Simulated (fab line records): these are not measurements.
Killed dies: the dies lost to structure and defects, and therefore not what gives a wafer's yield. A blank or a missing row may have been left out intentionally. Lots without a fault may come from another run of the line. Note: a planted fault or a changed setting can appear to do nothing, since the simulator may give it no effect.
fab line records -- flow nandHarc -- part 2 of 2: steps 4 to 6 of 6
record lots=24, wafers=72, lastDay=34
route steps=1302 shown P_GATE@124 P_M1@298
lots untouched by any fault: they come from a run of this same line in which no faults occurred
startH: hours from the record's opening day to when the first of the lot's shown wafers began -- waitH: how many hours have passed since the lot's step before this one -- " as in the row above -- L1.1+2: a single row standing in for several wafers -- - either no value or no given start -- * or withheld: withheld -- < > ~ a bound
route shown NAME@n: NAME is a module with steps in the file, n the number in the route of the first one -- usual: mean and standard deviation over wafers with no fault -- same: alike in all rows -- chamber/n: place in a boat -- sites: each site's reading -- _std_site: the standard deviation of these -- _edge_site: the outer-site mean with the inner-site mean subtracted -- radiusMm: how far each site lies from the wafer's centre -- mask NAME#n: copy n -- behind: the tool/chamber that last shaped the wafer -- hold: the reason the lot was held/the length of the hold in hours/how it ended -- device: the n, p or np transistor that did not switch -- end of line: tests run on the same wafers once the route is complete -- a step with no rows: only its recipe -- killed: dies that structure and defects cost at the first sort, which is not the same as the wafer's yield -- map: a wafer's dies, marking killed ones x, the rest . and places with no die _
set.NAME: setting as actually run; set.NAME@STEP: the setting as run at that earlier step -- model.NAME: the simulator's own value behind a step, which no gauge read
one table for each step of the route and one row for each wafer, over a sample of lots
services: from which hour (startH, from the record's first day; less than 0 if before it) a tool's chamber was out of use, for how many hours, and why
## steps
# step NHARC_P_M1_DESCUM_14
# recipe timeS=3, o2FlowSccm=200, arFlowSccm=0, biasPowerW=0, chemistry=O2
# usual drypumpMotorCurrentA=5.8/0.35, oesProductAu=1.003/0.0073, rfVppV=57.6/0.92, showerheadPlenumPTorr=1.90/0.086, throttleValvePct=11.311/0.0093
lot.wafer,tool,chamber,startH,waitH,drypumpMotorCurrentA,oesProductAu,rfHoursCounterH,rfVppV,showerheadPlenumPTorr,throttleValvePct
L075.4,rieDiel-02,3,142.14,0.1,6.1,0.989,30,55.7,1.82,11.319
L075.2,rieDiel-02,0,142.14,0.1,5.9,1.006,28,58.2,1.82,11.309
L075.3,rieDiel-02,2,142.14,0.1,6.1,1.002,28,57.9,1.95,11.305
L076.2,rieDiel-09,3,154.27,0.1,6.3,0.999,0,55.4,1.80,11.309
L076.3,rieDiel-09,1,154.27,0.1,6.0,1.004,0,56.6,2.00,11.321
L076.6,rieDiel-09,3,154.27,0.1,6.3,1.009,-,57.5,1.80,11.307
L077.1,rieDiel-12,3,159.57,0.1,5.8,1.007,5,56.1,1.82,11.305
L077.6,rieDiel-12,2,159.57,0.1,5.5,1.011,-,58.0,1.96,11.323
L077.5,rieDiel-12,3,159.57,0.1,5.8,0.998,-,57.6,1.82,11.328
L074.4,rieDiel-12,3,161.72,0.1,5.8,1.003,5,56.2,1.82,11.329
L074.6,rieDiel-12,3,161.72,0.1,5.8,0.998,-,57.6,1.82,11.326
L074.5,rieDiel-12,0,161.72,0.1,5.5,0.995,-,57.9,1.81,11.312
L078.4,rieDiel-12,3,166.35,0.1,5.8,1.007,5,57.5,1.82,11.317
L078.1,rieDiel-12,1,166.35,0.1,5.4,1.009,5,57.8,2.01,11.315
L078.6,rieDiel-12,0,166.35,0.1,5.5,1.000,-,56.8,1.81,11.319
L079.1,rieDiel-09,1,174.26,0.1,6.0,1.011,2,57.5,2.00,11.308
L079.4,rieDiel-09,2,174.26,0.1,6.5,1.004,2,58.5,1.99,11.316
L079.5,rieDiel-09,0,174.26,0.1,5.7,0.998,-,58.1,1.85,11.305
L080.4,rieDiel-09,3,186.78,0.1,6.3,1.011,2,57.0,1.80,11.303
L080.6,rieDiel-09,2,186.78,0.1,6.5,1.003,-,57.3,1.99,11.301
L080.5,rieDiel-09,3,186.78,0.1,6.3,1.013,-,57.4,1.80,11.304
L081.3,rieDiel-12,0,196.36,0.1,5.6,1.003,6,58.3,1.81,11.321
L081.4,rieDiel-12,3,196.36,0.1,5.8,1.008,7,56.2,1.82,11.315
L081.6,rieDiel-12,1,196.36,0.1,5.4,1.008,-,57.6,2.01,11.300
L082.2,rieDiel-12,1,210.29,0.1,5.4,1.018,7,57.4,2.01,11.312
L082.4,rieDiel-12,3,210.29,0.1,5.8,1.004,8,55.9,1.82,11.313
L082.5,rieDiel-12,0,210.29,0.1,5.5,1.002,-,57.0,1.81,11.326
L083.2,rieDiel-12,2,214.78,0.1,5.6,1.002,9,56.7,1.96,11.301
L083.5,rieDiel-12,1,214.78,0.1,5.4,1.014,-,58.0,2.01,11.300
L083.6,rieDiel-12,2,214.78,0.1,5.6,1.009,-,58.0,1.96,11.319
L085.3,rieDiel-12,3,235.47,0.1,5.8,1.003,10,57.5,1.81,11.312
L085.5,rieDiel-12,2,235.47,0.1,5.5,1.000,-,58.4,1.96,11.313
L085.6,rieDiel-12,1,235.47,0.1,5.4,0.997,-,57.8,2.01,11.304
L084.2,rieDiel-12,1,238.24,0.1,5.4,0.997,10,58.9,2.01,11.307
L084.1,rieDiel-12,3,238.24,0.1,5.8,0.995,10,56.6,1.81,11.319
L084.5,rieDiel-12,3,238.24,0.1,5.8,0.995,-,57.7,1.82,11.310
L086.4,rieDiel-09,3,245.99,0.1,6.3,1.017,8,58.4,1.80,11.306
L086.1,rieDiel-09,0,245.99,0.1,5.7,0.998,8,56.7,1.85,11.312
L086.6,rieDiel-09,2,245.99,0.1,6.5,1.003,-,57.6,1.99,11.329
L087.2,rieDiel-09,0,276.28,0.1,5.7,0.993,11,57.4,1.85,11.327
L087.6,rieDiel-09,0,276.28,0.1,5.8,0.984,-,57.2,1.85,11.295
L087.5,rieDiel-09,1,276.28,0.1,6.0,1.002,-,58.4,1.99,11.314
L088.2,rieDiel-09,2,277.17,0.1,6.5,0.995,10,58.7,1.99,11.300
L088.3,rieDiel-09,0,277.17,0.1,5.7,1.000,11,58.0,1.85,11.300
L088.1,rieDiel-09,1,277.17,0.1,6.0,1.004,10,58.2,1.99,11.305
L089.4,rieDiel-12,0,290.13,0.1,5.5,0.998,0,57.3,1.81,11.330
L089.3,rieDiel-12,1,290.13,0.1,5.4,1.006,0,59.4,2.01,11.317
L089.2,rieDiel-12,2,290.13,0.1,5.6,0.996,0,58.4,1.96,11.307
L090.4,rieDiel-12,0,291.29,0.1,5.6,1.003,0,58.1,1.81,11.313
L090.1,rieDiel-12,1,291.29,0.1,5.4,1.005,0,57.7,2.01,11.303
L090.2,rieDiel-12,3,291.29,0.1,5.8,1.003,0,57.2,1.81,11.318
L091.4,rieDiel-12,3,297.84,0.1,5.8,1.005,0,57.6,1.81,11.314
L091.3,rieDiel-12,2,297.84,0.1,5.5,0.997,0,57.5,1.96,11.303
L091.5,rieDiel-12,0,297.84,0.1,5.5,1.012,-,57.4,1.81,11.308
L093.1,rieDiel-09,1,309.91,0.1,6.0,1.017,11,58.7,1.99,11.315
L093.2,rieDiel-09,3,309.91,0.1,6.3,1.005,13,57.3,1.79,11.310
L093.5,rieDiel-09,2,309.91,0.1,6.5,1.015,-,58.7,1.99,11.329
L092.2,rieDiel-12,2,312.03,0.1,5.6,0.993,1,59.6,1.96,11.306
L092.3,rieDiel-12,3,312.03,0.1,5.8,1.003,1,57.9,1.81,11.318
L092.5,rieDiel-12,3,312.03,0.1,5.8,1.005,-,58.3,1.81,11.319
L094.3,rieDiel-12,3,322.92,0.1,5.8,1.000,2,55.3,1.81,11.321
L094.4,rieDiel-12,0,322.92,0.1,5.5,0.999,2,56.4,1.81,11.290
L094.6,rieDiel-12,1,322.92,0.1,5.4,1.001,-,59.9,2.01,11.322
L095.4,rieDiel-09,1,339.21,0.1,6.0,0.999,0,59.0,1.99,11.292
L095.6,rieDiel-09,3,339.21,0.1,6.3,1.010,-,56.0,1.79,11.317
L095.5,rieDiel-09,0,339.21,0.1,5.7,0.993,-,57.2,1.85,11.300
L096.3,rieDiel-09,0,343.78,0.1,5.8,0.995,1,57.7,1.85,11.315
L096.4,rieDiel-09,3,343.78,0.1,6.3,1.013,-,57.3,1.79,11.315
L096.6,rieDiel-09,1,343.78,0.1,6.0,0.997,-,58.1,1.99,11.307
L097.1,rieDiel-12,3,354.73,0.1,5.8,0.998,5,56.8,1.81,11.316
L097.4,rieDiel-12,0,354.73,0.1,5.5,1.006,4,56.4,1.81,11.312
L097.6,rieDiel-12,2,354.73,0.1,5.6,0.992,-,56.9,1.96,11.326
# step NHARC_P_M1_PVD_21
# recipe targetThkA=300, chamberPressurePa=5, powerW=5000, substrateTempC=30, timeS=20.49, material=Cu
# usual throttleValvePct=29.8/1
lot.wafer,tool,chamber,startH,waitH,throttleValvePct
L075.4,pvdSputter-02,-,-,-,28.5
L075.2,pvdSputter-02,-,-,-,28.8
L075.3,pvdSputter-02,-,-,-,30.5
L076.3,pvdSputter-01,-,-,-,30.9
L076.2,pvdSputter-01,-,-,-,31.1
L076.6,pvdSputter-01,-,-,-,28.5
L077.1,pvdSputter-02,-,-,-,30.3
L077.6,pvdSputter-02,-,-,-,30.5
L077.5,pvdSputter-02,-,-,-,28.3
L074.4,pvdSputter-01,-,-,-,29.6
L074.6,pvdSputter-01,-,-,-,28.4
L074.5,pvdSputter-01,-,-,-,29.5
L078.4,pvdSputter-01,-,-,-,30.8
L078.1,pvdSputter-01,-,-,-,28.6
L078.6,pvdSputter-01,-,-,-,31.0
L079.4,pvdSputter-01,-,-,-,28.4
L079.1,pvdSputter-01,-,-,-,31.1
L079.5,pvdSputter-01,-,-,-,28.5
L080.4,pvdSputter-03,-,-,-,30.1
L080.6,pvdSputter-03,-,-,-,28.7
L080.5,pvdSputter-03,-,-,-,30.3
L081.4,pvdSputter-02,-,-,-,29.2
L081.3,pvdSputter-02,-,-,-,30.7
L081.6,pvdSputter-02,-,-,-,29.2
L082.2,pvdSputter-03,-,-,-,28.8
L082.4,pvdSputter-03,-,-,-,30.2
L082.5,pvdSputter-03,-,-,-,29.9
L083.2,pvdSputter-01,-,-,-,31.2
L083.5,pvdSputter-01,-,-,-,31.0
L083.6,pvdSputter-01,-,-,-,31.2
L085.3,pvdSputter-01,-,-,-,30.3
L085.6,pvdSputter-01,-,-,-,28.6
L085.5,pvdSputter-01,-,-,-,28.9
L084.1,pvdSputter-03,-,-,-,28.8
L084.2,pvdSputter-03,-,-,-,29.9
L084.5,pvdSputter-03,-,-,-,28.8
L086.4,pvdSputter-02,-,-,-,30.3
L086.1,pvdSputter-02,-,-,-,30.7
L086.6,pvdSputter-02,-,-,-,30.5
L087.2,pvdSputter-02,-,-,-,30.1
L087.5,pvdSputter-02,-,-,-,29.2
L087.6,pvdSputter-02,-,-,-,30.3
L088.3,pvdSputter-03,-,-,-,31.2
L088.1,pvdSputter-03,-,-,-,30.4
L088.2,pvdSputter-03,-,-,-,29.7
L089.4,pvdSputter-01,-,-,-,30.7
L089.2,pvdSputter-01,-,-,-,31.2
L089.3,pvdSputter-01,-,-,-,28.8
L090.1,pvdSputter-02,-,-,-,28.5
L090.2,pvdSputter-02,-,-,-,31.0
L090.4,pvdSputter-02,-,-,-,29.2
L091.4,pvdSputter-03,-,-,-,30.5
L091.3,pvdSputter-03,-,-,-,31.4
L091.5,pvdSputter-03,-,-,-,29.6
L093.2,pvdSputter-02,-,-,-,31.3
L093.1,pvdSputter-02,-,-,-,28.7
L093.5,pvdSputter-02,-,-,-,31.1
L092.2,pvdSputter-03,-,-,-,31.1
L092.3,pvdSputter-03,-,-,-,28.7
L092.5,pvdSputter-03,-,-,-,29.5
L094.3,pvdSputter-01,-,-,-,28.9
L094.4,pvdSputter-01,-,-,-,29.0
L094.6,pvdSputter-01,-,-,-,30.7
L095.4,pvdSputter-03,-,-,-,31.1
L095.6,pvdSputter-03,-,-,-,28.8
L095.5,pvdSputter-03,-,-,-,30.0
L096.4,pvdSputter-03,-,-,-,29.6
L096.3,pvdSputter-03,-,-,-,30.3
L096.6,pvdSputter-03,-,-,-,29.8
L097.4,pvdSputter-01,-,-,-,28.8
L097.1,pvdSputter-01,-,-,-,28.9
L097.6,pvdSputter-01,-,-,-,30.5
# step NHARC_P_M1_DEP_33
# recipe targetThkA=300, tempC=370, targetThkNm=30, pressureTorr=3, flowSccm=200, rfW=450, material=SiCN
# usual heaterPowerW=591/62, rfFwdPowerW=449.5/1.4, susceptorTempC=370.02/0.21
lot.wafer,tool,chamber,startH,waitH,heaterPowerW,rfFwdPowerW,sinceWetCleanH,susceptorTempC
L075.2,pecvd-03,2,144.91,0.1,623,447.2,128,369.77
L075.3,pecvd-03,1,144.91,0.1,546,449.5,128,369.96
L075.4,pecvd-03,1,144.91,0.1,555,450.2,-,369.99
L076.3,pecvd-04,0,157.06,0.1,484,446.9,56,370.03
L076.2,pecvd-04,1,157.06,0.1,519,449.2,56,370.27
L076.6,pecvd-04,2,157.06,0.1,724,451.3,-,370.34
L077.1,pecvd-04,2,162.37,0.1,812,447.8,61,369.76
L077.6,pecvd-04,0,162.37,0.1,519,450.3,-,370.04
L077.5,pecvd-04,1,162.37,0.1,579,448.9,-,369.96
L074.4,pecvd-03,2,164.63,0.2,610,448.6,-,369.65
L074.6,pecvd-03,2,164.63,0.2,607,450.7,-,369.95
L074.5,pecvd-03,1,164.63,0.2,549,449.1,-,370.18
L078.1,pecvd-01,1,169.16,0.1,670,449.4,26,370.03
L078.6,pecvd-01,2,169.16,0.1,573,450.1,-,370.27
L078.4,pecvd-01,0,169.16,0.1,621,451.2,-,369.90
L079.1,pecvd-01,2,177.07,0.1,635,451.0,34,370.44
L079.5,pecvd-01,2,177.07,0.1,642,450.9,-,370.22
L079.4,pecvd-01,0,177.07,0.1,665,449.3,-,369.82
L080.6,pecvd-01,1,189.65,0.2,625,447.7,-,370.05
L080.5,pecvd-01,2,189.65,0.2,623,451.9,-,370.01
L080.4,pecvd-01,0,189.65,0.2,565,450.0,-,370.36
L081.3,pecvd-03,1,199.09,0.1,558,447.6,1,369.85
L081.4,pecvd-03,1,199.09,0.1,535,446.6,-,370.10
L081.6,pecvd-03,2,199.09,0.1,546,448.3,-,369.68
L082.2,pecvd-04,1,213.02,0.1,619,451.3,112,370.41
L082.5,pecvd-04,2,213.02,0.1,683,447.8,-,369.95
L082.4,pecvd-04,0,213.02,0.1,601,451.2,-,369.91
L083.2,pecvd-01,2,217.58,0.1,614,450.8,74,369.72
L083.5,pecvd-01,1,217.58,0.1,643,448.2,-,370.17
L083.6,pecvd-01,2,217.58,0.1,605,453.1,-,370.12
L085.3,pecvd-03,0,238.27,0.1,564,451.0,40,370.22
L085.6,pecvd-03,2,238.27,0.1,609,449.9,-,370.43
L085.5,pecvd-03,1,238.27,0.1,494,449.5,-,369.94
L084.1,pecvd-04,2,241.01,0.1,731,447.9,140,369.89
L084.2,pecvd-04,1,241.01,0.1,600,449.9,140,370.01
L084.5,pecvd-04,2,241.01,0.1,746,448.7,-,369.70
L086.1,pecvd-04,0,248.72,0.1,585,448.6,148,370.19
L086.4,pecvd-04,0,248.72,0.1,575,449.0,-,370.25
L086.6,pecvd-04,1,248.72,0.1,542,449.2,-,370.02
L087.2,pecvd-01,1,279.09,0.1,657,451.1,136,369.87
L087.5,pecvd-01,0,279.09,0.1,595,449.6,-,370.36
L087.6,pecvd-01,2,279.09,0.1,648,452.8,-,370.30
L088.3,pecvd-03,0,279.89,0.1,558,451.2,82,369.94
L088.2,pecvd-03,1,279.89,0.1,574,450.8,82,369.61
L088.1,pecvd-03,2,279.89,0.1,558,448.9,82,370.23
L089.3,pecvd-03,1,292.84,0.1,514,451.3,94,369.98
L089.2,pecvd-03,2,292.84,0.1,566,450.7,95,370.13
L089.4,pecvd-03,2,292.84,0.1,569,451.1,-,369.93
L090.2,pecvd-03,2,294.01,0.1,569,447.7,96,369.62
L090.1,pecvd-03,1,294.01,0.1,496,450.3,96,370.17
L090.4,pecvd-03,0,294.01,0.1,463,448.9,-,369.95
L091.3,pecvd-01,0,300.60,0.1,611,448.6,157,369.98
L091.5,pecvd-01,2,300.60,0.1,586,450.5,-,369.75
L091.4,pecvd-01,1,300.60,0.1,625,448.7,-,370.19
L093.2,pecvd-03,0,312.67,0.1,546,450.0,114,370.18
L093.1,pecvd-03,1,312.67,0.1,539,451.5,114,369.89
L093.5,pecvd-03,2,312.67,0.1,541,446.8,-,370.02
L092.2,pecvd-03,0,314.80,0.1,549,450.2,116,370.33
L092.3,pecvd-03,1,314.80,0.1,570,447.9,116,370.22
L092.5,pecvd-03,2,314.80,0.1,563,452.3,-,370.24
L094.3,pecvd-03,2,326.13,0.1,611,446.5,128,370.15
L094.6,pecvd-03,2,326.13,0.1,613,449.5,-,370.21
L094.4,pecvd-03,1,326.13,0.1,569,446.2,-,370.14
L095.5,pecvd-03,0,342.04,0.2,557,449.1,-,370.18
L095.4,pecvd-03,1,342.04,0.2,584,450.9,-,369.99
L095.6,pecvd-03,2,342.04,0.2,589,450.5,-,369.95
L096.3,pecvd-01,0,346.93,0.1,679,448.6,23,369.61
L096.4,pecvd-01,1,346.93,0.1,694,450.4,-,370.22
L096.6,pecvd-01,2,346.93,0.1,689,449.2,-,369.95
L097.1,pecvd-03,1,357.48,0.1,584,450.4,159,369.95
L097.6,pecvd-03,0,357.48,0.1,545,450.1,-,369.98
L097.4,pecvd-03,1,357.48,0.1,568,447.8,-,370.23
## services
tool,chamber,startH,hours,kind
rieDiel-12,-,91.40,9.0,pm
rieDiel-01,0,92.16,16.5,repair
rieDiel-03,-,104.77,9.0,pm
rieDiel-07,-,117.26,9.0,pm
rieDiel-03,-,152.94,0.1,repair
pecvd-03,0,154.11,12.2,repair
rieDiel-03,0,164.37,4.5,repair
plasmaAsher-01,-,165.17,9.0,pm
rieDiel-03,1,177.74,3.3,repair
rieDiel-01,-,204.55,9.0,pm
plasmaAsher-01,-,208.77,4.5,repair
rieDiel-07,-,230.30,1.5,repair
rieDiel-12,0,233.40,5.0,repair
rieDiel-07,3,237.47,48.7,repair
plasmaAsher-01,-,254.61,5.7,repair
rieDiel-12,-,268.40,9.0,pm
rieDiel-03,-,281.77,9.0,pm
rieDiel-07,-,289.72,0.4,repair
rieDiel-03,-,291.70,0.2,repair
rieDiel-07,-,294.26,9.0,pm
rieDiel-01,0,312.79,3.5,repair
rieDiel-03,2,336.56,1.7,repair
rieDiel-03,2,341.84,4.5,repair
plasmaAsher-01,-,342.17,9.0,pm
